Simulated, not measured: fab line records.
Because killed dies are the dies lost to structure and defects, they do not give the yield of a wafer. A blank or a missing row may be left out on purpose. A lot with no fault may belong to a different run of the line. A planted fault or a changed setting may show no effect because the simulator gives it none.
Which tool did it?	flow nand_harc	13 lots, 39 wafers sampled, at 6 steps of a route of 1302

WHAT THE GAUGES READ, wafer by wafer
NHARC_A_ONON_D2_THK_MEAS_02: measures by ellipsometry. Usual: thk_nm 1000 nm, standard deviation 9.2.
lot	measured	on	thk_nm (nm)	flag
L643	day 12 08:55	film_metro-02	996 995 995	
L645	day 13 01:46	film_metro-01	1003 1003 1004	
L646	day 13 14:08	film_metro-01	1007 1006 1009	
L647	day 13 21:13	film_metro-02	1018 1016 1015	
L648	day 13 21:13	film_metro-01	988 987 988	
L649	day 14 13:28	film_metro-01	981 984 983	
L650	day 15 09:26	film_metro-02	989 993 991	
L651	day 15 22:46	film_metro-02	999 997 998	
L654	day 17 02:17	film_metro-01	1017 1015 1017	
L655	day 17 08:53	film_metro-02	993 993 991	
L660	day 19 09:31	film_metro-01	1010 1011 1009	
L663	day 20 21:34	film_metro-01	996 995 997	
L665	day 21 10:03	film_metro-02	989 991 992	

NHARC_A_ONON_D2_THK_MEAS_30: measures by ellipsometry. Usual: thk_nm 998 nm, standard deviation 13.
lot	measured	on	thk_nm (nm)	flag
L643	day 12 23:12	film_metro-02	1011 1012 1010	
L645	day 13 14:22	film_metro-02	1016 1016 1017	
L646	day 14 02:34	film_metro-02	1012 1010 1011	
L647	day 14 09:10	film_metro-01	982 980 980	
L648	day 14 09:09	film_metro-01	1012 1010 1011	
L649	day 15 02:00	film_metro-01	1004 1004 1004	
L650	day 15 21:24	film_metro-02	973 972 974	
L651	day 16 11:01	film_metro-02	1014 1017 1016	
L654	day 17 14:13	film_metro-02	1007 1007 1008	
L655	day 17 20:47	film_metro-01	993 994 992	
L660	day 19 22:26	film_metro-02	372 372 372 372 373 372	OFF
L663	day 21 09:27	film_metro-02	409 405 408 407 407 407	OFF
L665	day 21 22:37	film_metro-01	1011 1012 1012	

NHARC_END_SORT_01. Usual: defect_limited_yield is 90.1 % with standard deviation 2.6, killed_at_array is 63 with standard deviation 17, killed_at_other is 0.8 with standard deviation 1.1, killed_at_periphery is 3.5 with standard deviation 3, killed_dies is 67 with standard deviation 17, killed_open is 3.1 with standard deviation 1.6, and killed_short is 2.6 with standard deviation 1.4.
lot	measured	on	defect_limited_yield (%)	killed_at_array	killed_at_other	killed_at_periphery	killed_dies	killed_open	killed_short	flag
L655	day 29 03:45	prober-02	92.3 93.8 91.1	49 35 50	0 0 2	3 7 8	52 42 60	2 4 5	2 3 2	

WHAT TOOL EACH LOT RAN ON (gives the tool, then ch and the chambers of the sampled wafers, and finally the start)
lot	NHARC_A_CHANNEL_FILL_D1_ALD_25	NHARC_A_DECK1_JOINT_DEP_16	NHARC_A_ONON_D2_DEP_28
L643	ald_hk-02 ch 0,1,3, day 10 07:49	pecvd-03 ch 0,1,2, day 12 07:59	pecvd_onon-04 ch 0, day 12 22:42
L645	ald_hk-01 ch 1,3, day 11 04:17	pecvd-03 ch 0,1,2, day 13 00:52	pecvd_onon-02 ch 0, day 13 13:54
L646	ald_hk-02 ch 2,3, day 11 18:49	pecvd-03 ch 0,1,2, day 13 13:19	pecvd_onon-01 ch 0, day 14 02:13
L647	ald_hk-03 ch 0,3, day 12 00:13	pecvd-04 ch 0,2, day 13 20:19	pecvd_onon-02 ch 0, day 14 08:39
L648	ald_hk-01 ch 1,2, day 12 00:51	pecvd-03 ch 0,1,2, day 13 20:23	pecvd_onon-01 ch 0, day 14 08:46
L649	ald_hk-03 ch 0,2,3, day 12 17:01	pecvd-04 ch 0,1,2, day 14 12:34	pecvd_onon-04 ch 0, day 15 01:30
L650	ald_hk-03 ch 1,2, day 13 10:41	pecvd-04 ch 0,1,2, day 15 08:33	pecvd_onon-04 ch 0, day 15 20:57
L651	ald_hk-01 ch 0,1,3, day 14 00:45	pecvd-04 ch 0,1, day 15 21:56	pecvd_onon-01 ch 0, day 16 10:33
L654	ald_hk-01 ch 0,1,2, day 15 00:56	pecvd-04 ch 0,1,2, day 17 01:23	pecvd_onon-01 ch 0, day 17 13:43
L655	ald_hk-03 ch 0,2,3, day 15 09:51	pecvd-04 ch 1,2, day 17 07:59	pecvd_onon-01 ch 0, day 17 20:17
L660	ald_hk-01 ch 0,1, day 17 07:29	pecvd-03 ch 0,1, day 19 08:29	pecvd_onon-04 ch 0, day 19 21:59
L663	ald_hk-01 ch 2,3, day 19 00:33	pecvd-03 ch 0,2, day 20 20:44	pecvd_onon-04 ch 0, day 21 08:59
L665	ald_hk-03 ch 1,2,3, day 19 13:05	pecvd-04 ch 0,1,2, day 21 09:11	pecvd_onon-02 ch 0, day 21 22:06
- NHARC_A_CHANNEL_FILL_D1_ALD_25: deposits SiOx, target thk 60 nm, pulse time 10 s, ald cycles 600.
- NHARC_A_DECK1_JOINT_DEP_16: deposits SiO2, target thk 45 nm.
- NHARC_A_ONON_D2_DEP_28: target thk 1000 nm.

AS READ BY THE TOOLS THEMSELVES (means over the sampled wafers that have a number; for cases with no such wafer, the mark the record gives instead)
NHARC_A_CHANNEL_FILL_D1_ALD_25. Usual: heater_power_w 470 W, standard deviation 31; precursor_pulse_height_rel 0.998, standard deviation 0.022; susceptor_temp_C 300.00 C, standard deviation 0.18.
lot	tool	heater_power_w (W)	precursor_pulse_height_rel	susceptor_temp_C (C)	flag
L643	ald_hk-02	464	0.985	299.88	
L645	ald_hk-01	485	0.996	299.88	
L646	ald_hk-02	446	1.005	300.14	
L647	ald_hk-03	478	0.997	300.02	
L648	ald_hk-01	453	0.989	299.75	
L649	ald_hk-03	478	1.015	300.00	
L650	ald_hk-03	456	0.979	299.83	
L651	ald_hk-01	472	1.002	-	OFF
L654	ald_hk-01	464	0.993	-	OFF
L655	ald_hk-03	480	1.018	300.12	
L660	ald_hk-01	453	1.003	-	OFF
L663	ald_hk-01	488	0.991	300.13	
L665	ald_hk-03	477	0.985	299.88	

NHARC_A_DECK1_JOINT_DEP_16. Usual: flow_sccm 2651 sccm, standard deviation 7.7; heater_power_w 545 W, standard deviation 77; rf_fwd_power_W 895.8 W, standard deviation 2.9; susceptor_temp_C 399.98 C, standard deviation 0.21; throttle_valve_pct 16.0 %, standard deviation 0.39.
lot	tool	flow_sccm (sccm)	heater_power_w (W)	rf_fwd_power_W (W)	susceptor_temp_C (C)	throttle_valve_pct (%)	flag
L643	pecvd-03	2651	494	894.9	399.84	15.9	
L645	pecvd-03	2655	519	897.4	399.93	16.0	
L646	pecvd-03	2649	493	894.2	399.74	16.0	
L647	pecvd-04	2644	576	893.9	400.11	16.0	
L648	pecvd-03	2648	510	895.5	399.92	16.0	
L649	pecvd-04	2652	562	896.8	399.81	15.8	
L650	pecvd-04	2652	611	895.9	400.01	15.8	
L651	pecvd-04	2654	527	897.5	400.17	15.9	
L654	pecvd-04	2651	599	898.8	400.10	15.9	
L655	pecvd-04	2640	509	895.3	400.31	15.9	
L660	pecvd-03	2655	497	899.2	399.87	16.1	
L663	pecvd-03	2655	603	893.9	399.93	16.0	
L665	pecvd-04	2653	585	897.0	399.93	15.9	

NHARC_A_ONON_D2_DEP_28. Usual: susceptor_temp_C 400.01 C, standard deviation 0.23.
lot	tool	susceptor_temp_C (C)	flag
L643	pecvd_onon-04	399.92	
L645	pecvd_onon-02	400.20	
L646	pecvd_onon-01	400.20	
L647	pecvd_onon-02	400.09	
L648	pecvd_onon-01	399.86	
L649	pecvd_onon-04	400.08	
L650	pecvd_onon-04	400.28	
L651	pecvd_onon-01	399.79	
L654	pecvd_onon-01	400.14	
L655	pecvd_onon-01	399.76	
L660	pecvd_onon-04	400.07	
L663	pecvd_onon-04	400.60	
L665	pecvd_onon-02	399.69	

THE ANSWER, worked out from the rows above alone
Rule: a lot counts as off when the mean over its wafers that have a number is more than 3 standard deviations away from the usual mean. Also off: a lot with no number at a reading for which 4 or more lots have one. Any other lot the step has rows for is counted as sound. The gauges are gone through in route order, then the tools' own readings, and for those a lot's mean is taken as printed above. At the first step where some lot is off, the reading lying furthest off is the one used; lots without a number count as furthest.
Off, at NHARC_A_ONON_D2_THK_MEAS_30 on thk_nm: L660, L663.
A tool fits if, at a process step before that reading, it ran every lot that is off, and no sound lot after the first of them. The gauges at NHARC_A_ONON_D2_THK_MEAS_30 are tried like those tools. Can't be told from this: 4 tools fit, ald_hk-01 at NHARC_A_CHANNEL_FILL_D1_ALD_25, pecvd-03 at NHARC_A_DECK1_JOINT_DEP_16, pecvd_onon-04 at NHARC_A_ONON_D2_DEP_28, film_metro-02 at NHARC_A_ONON_D2_THK_MEAS_30.

WHAT THE SIMULATOR PUT IN
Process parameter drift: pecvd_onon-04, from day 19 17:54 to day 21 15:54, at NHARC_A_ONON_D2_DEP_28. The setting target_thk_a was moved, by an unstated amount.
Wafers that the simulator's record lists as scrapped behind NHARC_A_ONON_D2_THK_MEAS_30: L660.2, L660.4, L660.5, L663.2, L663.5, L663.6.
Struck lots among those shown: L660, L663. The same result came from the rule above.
